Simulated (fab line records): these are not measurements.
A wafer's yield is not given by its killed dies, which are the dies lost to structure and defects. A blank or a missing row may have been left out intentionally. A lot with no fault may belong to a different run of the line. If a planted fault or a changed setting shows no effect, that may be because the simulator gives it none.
Chamber matching || flow n5 finfet || N5_GATE_CUT_HM_OPEN_40 on rie diel-03 has 4 sister chambers
The step chemistry C4F6/O2, target SiO2, target depth 139 nm, time 85.1 s. 4 wafers are shown with their chamber, then 7 later ones without.

## EACH WAFER AND ITS CHAMBER
{"wafer": "L078.4", "chamber": 3, "throttle valve pct (%)": 20.90}
{"wafer": "L082.5", "chamber": 1, "throttle valve pct (%)": 21.35}
{"wafer": "L085.1", "chamber": 2, "throttle valve pct (%)": 20.57}
{"wafer": "L085.2", "chamber": 0, "throttle valve pct (%)": 20.41}

## WAFERS MISSING THEIR CHAMBER
{"wafer": "L085.3", "throttle valve pct (%)": 21.34}
{"wafer": "L088.3", "throttle valve pct (%)": 20.44}
{"wafer": "L088.5", "throttle valve pct (%)": 20.42}
{"wafer": "L088.6", "throttle valve pct (%)": 20.89}
{"wafer": "L094.2", "throttle valve pct (%)": 20.58}
{"wafer": "L094.3", "throttle valve pct (%)": 20.92}
{"wafer": "L094.4", "throttle valve pct (%)": 20.43}

## CHAMBER TAKEN BY EACH
{"wafer": "L085.3", "from the rows above": 1, "in truth": 1}
{"wafer": "L088.3", "from the rows above": 0, "in truth": 0}
{"wafer": "L088.5", "from the rows above": 0, "in truth": 0}
{"wafer": "L088.6", "from the rows above": 3, "in truth": 3}
{"wafer": "L094.2", "from the rows above": 2, "in truth": 2}
{"wafer": "L094.3", "from the rows above": 3, "in truth": 3}
{"wafer": "L094.4", "from the rows above": 0, "in truth": 0}
Correctly placed: 7 of 7. Can't be placed from these rows: 0. Placed wrongly: 0.
How it was worked out, from the rows above alone: a wafer's distance from a chamber is the root of the sum, over the readings, of the square of ((its reading less the chamber's mean) divided by the reading's scatter). The wafer belongs to the nearest chamber; if the next one is less than 2 further off, it can't be placed. Each chamber's mean is taken over the wafers shown for it. The scatter (one wafer shown for each chamber): square how far every hidden wafer sits from the nearest shown wafer, average those squares and take the square root.
